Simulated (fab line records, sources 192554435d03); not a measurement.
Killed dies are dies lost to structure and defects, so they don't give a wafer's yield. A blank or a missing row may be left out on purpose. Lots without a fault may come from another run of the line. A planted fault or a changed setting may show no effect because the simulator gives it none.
Chamber matching | flow n5_finfet | N5_BEOL_M6_DESCUM_33 on rie_diel-05: 4 sister chambers
The step chemistry O2, time 7 s. 4 wafers are shown with their chamber, then 9 later ones without.

WAFERS WITH THEIR CHAMBER
wafer  | chamber | showerhead_plenum_p_Torr (Torr)
L081.2 | 3       | 2.05
L085.4 | 2       | 2.16
L089.3 | 0       | 2.09
L089.5 | 1       | 2.04

WAFERS WITHOUT THEIR CHAMBER
wafer  | showerhead_plenum_p_Torr (Torr)
L088.2 | 2.04
L088.3 | 2.03
L088.6 | 2.04
L094.1 | 2.09
L094.3 | 2.16
L094.4 | 2.03
L096.2 | 2.09
L096.5 | 2.04
L096.6 | 2.08

WHICH CHAMBER EACH WENT THROUGH
wafer  | from the rows above     | in truth
L088.2 | can't be placed: 1 or 3 | 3
L088.3 | can't be placed: 1 or 3 | 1
L088.6 | can't be placed: 1 or 3 | 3
L094.1 | 0                       | 0
L094.3 | 2                       | 2
L094.4 | can't be placed: 1 or 3 | 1
L096.2 | 0                       | 0
L096.5 | can't be placed: 1 or 3 | 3
L096.6 | 0                       | 0
Placed correctly: 4 of 9. Can't be placed from these rows: 5 (the true chamber is among the candidates in 5). Placed wrongly: 0.
How it was worked out, from the rows above alone: a wafer's distance from a chamber is the root of the sum, over the readings, of the square of ((its reading less the chamber's mean) divided by the reading's scatter). The wafer belongs to the nearest chamber; if the next one is less than 2 further off, it can't be placed. A chamber's mean is the mean of its shown wafers. The scatter: with one shown wafer a chamber, the root of the mean of the squares of how far each hidden wafer lies from its nearest shown one.
